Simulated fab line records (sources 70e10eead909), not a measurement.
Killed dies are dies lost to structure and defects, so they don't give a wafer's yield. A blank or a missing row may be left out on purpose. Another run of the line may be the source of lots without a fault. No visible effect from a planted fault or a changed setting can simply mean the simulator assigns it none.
Matching of chambers ; flow nand-harc ; NHARC_P_M2_DESCUM_14 on rie-diel-09 has 4 sister chambers
The step chemistry O2, time 3 s. 20 wafers are shown with their chamber, then 10 later ones without.

== WAFERS PAIRED WITH THEIR CHAMBERS ==
wafer;chamber;showerhead-plenum-p-Torr (Torr);drypump-motor-current-A (A);rf-vpp-V (V)
L074.2;3;2.07;6.2;58.4
L074.3;0;1.79;5.6;57.2
L074.6;0;1.79;5.6;57.7
L077.3;1;1.82;5.9;57.6
L077.4;3;2.06;6.2;58.3
L077.6;2;1.99;5.6;58.6
L078.1;2;1.99;5.6;58.7
L078.4;3;2.06;6.2;59.4
L078.6;2;1.99;5.6;59.2
L079.1;0;1.79;5.5;58.1
L079.2;2;1.99;5.6;58.2
L079.4;3;2.06;6.2;59.5
L082.1;2;1.99;5.6;58.0
L082.2;3;2.06;6.2;58.8
L082.4;0;1.79;5.6;57.8
L083.2;0;1.79;5.5;56.6
L083.3;1;1.82;6.0;58.9
L083.4;3;2.06;6.2;59.2
L085.2;1;1.82;6.0;57.5
L085.3;2;1.99;5.7;59.2

SIGNATURES (means of the wafers above)
reading;chamber 0;chamber 1;chamber 2;chamber 3;scatter within a chamber
showerhead-plenum-p-Torr;1.7900;1.8200;1.9900;2.0617;0.00228
drypump-motor-current-A;5.560;5.967;5.617;6.200;0.0411
rf-vpp-V;57.480;58.000;58.650;58.933;0.568
Rule: distance of a wafer from a chamber = root of the sum over the readings of ((wafer's reading minus chamber's mean) / reading's scatter) squared. If the next closest chamber is less than 2 further off than the closest, the wafer can't be placed; otherwise it belongs to the closest. The scatter is the square root of a quotient: the sum, over the shown wafers, of each reading's squared deviation from its chamber's mean, divided by wafers minus chambers.

== WAFERS WITH NO CHAMBER GIVEN ==
wafer;showerhead-plenum-p-Torr (Torr);drypump-motor-current-A (A);rf-vpp-V (V)
L085.6;1.99;5.6;59.1
L086.3;1.82;6.0;57.5
L086.4;2.06;6.2;59.9
L086.5;1.78;5.5;57.4
L087.2;1.78;5.5;58.1
L087.4;2.06;6.2;57.9
L087.5;1.82;6.0;56.2
L097.2;1.78;5.5;57.2
L097.3;1.81;6.0;58.1
L097.5;1.81;6.0;57.9

== EACH ONE'S CHAMBER ==
wafer;from the rows above;in truth
L085.6;2;2
L086.3;1;1
L086.4;3;3
L086.5;0;0
L087.2;0;0
L087.4;3;3
L087.5;1;1
L097.2;0;0
L097.3;1;1
L097.5;1;1
Correct placement for 10 of the 10. Left unplaced by these rows: 0. Number placed wrongly: 0.
